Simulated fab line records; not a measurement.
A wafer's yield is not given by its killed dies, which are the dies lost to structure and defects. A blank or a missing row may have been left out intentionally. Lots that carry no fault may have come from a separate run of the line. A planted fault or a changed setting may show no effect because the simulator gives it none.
Which tool did it? :: flow nandHarc :: at 1 step of a route of 1159, 24 lots with 72 wafers sampled

WHAT THE GAUGES SHOWED, per wafer
NHARC_A_SLIT_INSPECT_11.
lot: L074
measured: day 13 19:18
on: defectInspect-01
rawDefectCount: 21 20 30

lot: L075
measured: day 15 00:11
on: defectInspect-02
rawDefectCount: 45 47 36

lot: L076
measured: day 15 00:21
on: defectInspect-01
rawDefectCount: 3 6 9

lot: L079
measured: day 15 00:30
on: defectInspect-01
rawDefectCount: 10 10 7

lot: L077
measured: day 15 02:08
on: defectInspect-01
rawDefectCount: 8 8 12

lot: L078
measured: day 15 02:17
on: defectInspect-02
rawDefectCount: 25 28 32

lot: L083
measured: day 16 13:13
on: defectInspect-02
rawDefectCount: 11 11 21

lot: L081
measured: day 16 13:56
on: defectInspect-02
rawDefectCount: 26 11 15

lot: L084
measured: day 16 14:55
on: defectInspect-02
rawDefectCount: 24 35 21

lot: L082
measured: day 16 15:11
on: defectInspect-02
rawDefectCount: 22 27 28

lot: L080
measured: day 16 18:50
on: defectInspect-02
rawDefectCount: 10 10 10

lot: L085
measured: day 17 02:14
on: defectInspect-02
rawDefectCount: 31 25 27

lot: L086
measured: day 17 02:22
on: defectInspect-02
rawDefectCount: 13 12 15

lot: L088
measured: day 17 02:32
on: defectInspect-02
rawDefectCount: 32 26 31

lot: L087
measured: day 17 20:47
on: defectInspect-01
rawDefectCount: 27 29 18

lot: L089
measured: day 17 21:23
on: defectInspect-01
rawDefectCount: 9 6 14

lot: L090
measured: day 17 22:39
on: defectInspect-02
rawDefectCount: 32 26 39

lot: L092
measured: day 18 13:02
on: defectInspect-02
rawDefectCount: 33 29 35

lot: L091
measured: day 18 13:41
on: defectInspect-01
rawDefectCount: 30 43 38

lot: L094
measured: day 21 02:12
on: defectInspect-02
rawDefectCount: 15 16 21

lot: L097
measured: day 21 03:30
on: defectInspect-02
rawDefectCount: 16 7 21

lot: L096
measured: day 21 04:03
on: defectInspect-01
rawDefectCount: 37 39 38

lot: L093
measured: day 21 05:32
on: defectInspect-02
rawDefectCount: 34 42 38

lot: L095
measured: day 21 14:43
on: defectInspect-01
rawDefectCount: 14 17 18

WHAT TOOL EACH LOT RAN ON (gives the tool, then ch and the chambers of the sampled wafers, and finally the start)
The record shows no process step preceding these readings.

WHAT THE TOOLS THEMSELVES READ (means of the sampled wafers that have a number; where no wafer has one, the mark that the record gives instead)
The record holds no such reading with a usual standard deviation.

THE ANSWER, worked out from the rows above alone
Rule: usual is defined by the lots themselves. The widest of any qualifying gaps counts: lots, ordered by their means at a reading, are off when they make up no more than a third of the lots, leave a main group of 4 or more, and stand apart from it by 3 or more times the standard deviation of that group's means. If all means in a main group match to the digits the tables above print for the reading, that group is not used. A lot without any number at a reading at which 4 lots or more have one is off too. Any other lot the step has rows for is counted as sound. First the gauges in route order, then the tools' own readings, where a lot's mean is used as printed above. The first step at which some lot is off is used, and at that step the reading that is off furthest; a lot without a number counts as furthest.
No lot is off on any of the readings shown, so nothing can be concluded from this.

WHAT WAS PUT IN BY THE SIMULATOR
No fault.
